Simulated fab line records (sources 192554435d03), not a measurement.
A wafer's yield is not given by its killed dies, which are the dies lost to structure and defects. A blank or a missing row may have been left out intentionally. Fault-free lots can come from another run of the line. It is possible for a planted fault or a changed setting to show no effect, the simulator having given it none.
Split-lot experiment + flow n5-finfet + on a route of 1938 steps: 7 lots, 21 wafers read

== ON THE SPLIT ==
At N5_BEOL_M3_ETCH_64 (etches SOC in N2/H2, target depth 75 nm, overetch 15 nm, time 112.5 s), the setting time-s was moved away from the recipe's 112.5 s on 4 of the 21 wafers read, by -14.7% to +11.1%. This setting was run at the recipe's value on the other wafers.

Reading taken at the split's own step.

== THE READING ==
SiARC_of_BEOL_M3_COAT_62.thk-nm (the simulator's own value, which no gauge read), in nm, at N5_BEOL_M3_ETCH_64 (etches SOC in N2/H2, target depth 75 nm, overetch 15 nm, time 112.5 s). No usual value for it is given in the file. Average 6.8 nm, standard deviation 0.094 nm, over the 17 wafers here run with the recipe.

| wafer  | tool, chamber at the split | time-s as run, s | against the recipe | SiARC_of_BEOL_M3_COAT_62.thk-nm, nm | against lot-mates on the recipe |
|--------|----------------------------|------------------|--------------------|-------------------------------------|---------------------------------|
| L074.1 | rie-diel-06, 2,1           | 112.5            | recipe             | 6.8                                 | -                               |
| L074.2 | rie-diel-06, 2,1           | 112.5            | recipe             | 6.8                                 | -                               |
| L074.4 | rie-diel-06, 0             | 96.86            | -13.9%             | 7.4                                 | +0.6                            |
| L081.3 | rie-diel-06, 2             | 112.5            | recipe             | 6.8                                 | -                               |
| L081.4 | rie-diel-06, 0,1           | 125              | +11.1%             | 6                                   | -0.8                            |
| L081.6 | rie-diel-06, 0,1           | 125              | +11.1%             | 6                                   | -0.8                            |
| L083.1 | rie-diel-01, 2             | 112.5            | recipe             | 6.8                                 | -                               |
| L083.6 | rie-diel-01, 2             | 112.5            | recipe             | 6.8                                 | -                               |
| L083.5 | rie-diel-01, 1             | 95.97            | -14.7%             | 7.4                                 | +0.6                            |
| L091.3 | rie-diel-06, 1,0           | 112.5            | recipe             | 6.6                                 | -                               |
| L091.5 | rie-diel-06, 1,0           | 112.5            | recipe             | 6.6                                 | -                               |
| L091.4 | rie-diel-06, 2             | 112.5            | recipe             | 6.8                                 | -                               |
| L092.1 | rie-diel-01, 3,1           | 112.5            | recipe             | 6.8                                 | -                               |
| L092.3 | rie-diel-01, 3,1           | 112.5            | recipe             | 6.8                                 | -                               |
| L092.4 | rie-diel-01, 0             | 112.5            | recipe             | 6.6                                 | -                               |
| L095.1 | rie-diel-03, 1,2,1         | 112.5            | recipe             | 6.8                                 | -                               |
| L095.3 | rie-diel-03, 1,2,1         | 112.5            | recipe             | 6.8                                 | -                               |
| L095.5 | rie-diel-03, 1,2,1         | 112.5            | recipe             | 6.8                                 | -                               |
| L097.1 | rie-diel-03, 2,1           | 112.5            | recipe             | 6.8                                 | -                               |
| L097.2 | rie-diel-03, 2,1           | 112.5            | recipe             | 6.8                                 | -                               |
| L097.3 | rie-diel-03, 0             | 112.5            | recipe             | 7                                   | -                               |
When a row names more than one chamber, that row covers several wafers, and the file does not tell which wafer ran in which chamber.

THE FIT
A straight line over all 21 wafers: SiARC_of_BEOL_M3_COAT_62.thk-nm changes by -0.0538 nm for each +1% of time-s; r = -0.94; the points scatter about the line by 0.11 nm.
The same after taking each lot's own level away (the mean of its wafers on the recipe; 21 wafers): -0.0536 nm for each +1%; r = -0.95; scatter 0.1 nm.
The reading moves by 0.79 nm for the largest change in time-s, on that fit.
Measured against the standard deviation above, the lots' own levels, which go from 6.67 to 6.87 nm, span 2.1 times it.
So the lot-to-lot level changes the slope little: the two slopes agree.
Check: for one of the wafers moved furthest among these (-14.7%), held out of the fit, the line's prediction against its lot-mates is +0.839 nm. It came out at +0.6 nm against them.

== FURTHER SPLITS ON THESE WAFERS ==
Note: prior to the reading, these wafers also went through further splits. Each is held against what the fit with the lots' levels taken away leaves over:
| other split on the same wafers   | wafers away from the commonest value | r with SiARC_of_BEOL_M3_COAT_62.thk-nm (lot level and that fit taken away) |
|----------------------------------|--------------------------------------|----------------------------------------------------------------------------|
| N5_BEOL_M1_COAT_62 spin-rpm      | 10                                   | +0.07                                                                      |
| N5_BEOL_M1_ETCH_77 source-w      | 8                                    | -0.04                                                                      |
| N5_BEOL_M1_ETCH_70 time-s        | 6                                    | -0.04                                                                      |
| N5_BEOL_M2_DESCUM_33 time-s      | 9                                    | -0.13                                                                      |
| N5_BEOL_M2_ETCHBACK_99 time-s    | 7                                    | -0.40                                                                      |
| N5_BEOL_M2_ETCH_70 time-s        | 4                                    | +0.16                                                                      |
| N5_BEOL_M2_TRENCH_ETCH_37 bias-w | 11                                   | +0.32                                                                      |

== THE FILE'S OWN FIT ==
SiARC_of_BEOL_M3_COAT_62.thk-nm changes by -0.0489 nm for each +1% of time-s, r = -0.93.
